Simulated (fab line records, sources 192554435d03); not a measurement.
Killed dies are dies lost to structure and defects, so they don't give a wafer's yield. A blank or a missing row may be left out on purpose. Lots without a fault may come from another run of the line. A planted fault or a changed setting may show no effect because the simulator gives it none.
Chamber matching | flow n5_finfet | N5_PMOS_HMC_CHANNEL_EPI_CMP_21 on cmp-01: 4 sister chambers
The step polishes SiGe30, target thk 54 nm. 4 wafers are shown with their chamber, then 9 later ones without.

WAFERS WITH THEIR CHAMBER
wafer  | chamber | motor_current_A (A)
L086.2 | 1       | 11.1
L087.1 | 0       | 12.6
L087.5 | 3       | 13.2
L087.6 | 2       | 11.3

WAFERS WITHOUT THEIR CHAMBER
wafer  | motor_current_A (A)
L088.2 | 10.8
L088.3 | 14.8
L088.5 | 11.5
L092.1 | 11.0
L092.2 | 11.7
L092.4 | 15.2
L094.3 | 12.1
L094.4 | 11.5
L094.5 | 11.3

WHICH CHAMBER EACH WENT THROUGH
wafer  | from the rows above               | in truth
L088.2 | can't be placed: 1 or 2 or 0      | 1
L088.3 | can't be placed: 3 or 0           | 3
L088.5 | can't be placed: 2 or 1 or 0 or 3 | 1
L092.1 | can't be placed: 1 or 2 or 0      | 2
L092.2 | can't be placed: 2 or 1 or 0 or 3 | 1
L092.4 | can't be placed: 3 or 0           | 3
L094.3 | can't be placed: 0 or 2 or 1 or 3 | 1
L094.4 | can't be placed: 2 or 1 or 0 or 3 | 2
L094.5 | can't be placed: 2 or 1 or 0      | 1
Placed correctly: 0 of 9. Can't be placed from these rows: 9 (the true chamber is among the candidates in 9). Placed wrongly: 0.
How it was worked out, from the rows above alone: a wafer's distance from a chamber is the root of the sum, over the readings, of the square of ((its reading less the chamber's mean) divided by the reading's scatter). The wafer belongs to the nearest chamber; if the next one is less than 2 further off, it can't be placed. A chamber's mean is the mean of its shown wafers. The scatter: with one shown wafer a chamber, the root of the mean of the squares of how far each hidden wafer lies from its nearest shown one.
